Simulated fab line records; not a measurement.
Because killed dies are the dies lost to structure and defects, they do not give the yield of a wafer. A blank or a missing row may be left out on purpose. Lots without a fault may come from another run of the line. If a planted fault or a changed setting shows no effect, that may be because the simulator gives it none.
Matching of chambers ; flow nand-harc ; NHARC_P_M1_ETCH_35 on rie-diel-06: 4 sister chambers
The step etches the open film in N2/H2, target depth 40 nm, overetch 12 nm, time 43.94 s. 8 wafers are shown with their chamber, then 7 later ones without.

## EACH WAFER AND ITS CHAMBER
wafer;chamber;drypump-motor-current-A (A);oes-product-au (a.u.)
L076.4;3;5.6;1.000
L075.2;3;5.6;1.000
L079.6;0;6.3;0.977
L080.4;2;4.8;0.990
L080.5;1;6.2;0.998
L080.6;2;4.9;0.989
L082.1;1;6.2;1.012
L082.2;0;6.3;0.974

## WAFERS MISSING THEIR CHAMBER
wafer;drypump-motor-current-A (A);oes-product-au (a.u.)
L082.4;4.8;0.992
L085.1;6.3;0.987
L085.2;5.6;0.999
L085.5;6.3;0.992
L087.1;4.8;1.000
L087.2;6.3;0.978
L087.6;5.6;1.006

## EACH ONE'S CHAMBER
wafer;from the rows above;in truth
L082.4;2;2
L085.1;0;0
L085.2;3;3
L085.5;can't be placed: 0 or 1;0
L087.1;2;2
L087.2;0;0
L087.6;3;3
6 of 7 placed correctly. Not placeable from these rows: 1 (in 1, the candidates include the true chamber). Placed wrongly: 0.
How it was worked out, from the rows above alone: a wafer's distance from a chamber is the root of the sum, over the readings, of the square of ((its reading less the chamber's mean) divided by the reading's scatter). The wafer belongs to the nearest chamber; if the next one is less than 2 further off, it can't be placed. For every chamber, the mean is computed from those of its wafers that are shown. The scatter: take each reading less its chamber's mean, square it, sum over the shown wafers, divide by the number of wafers less the number of chambers, and take the root.
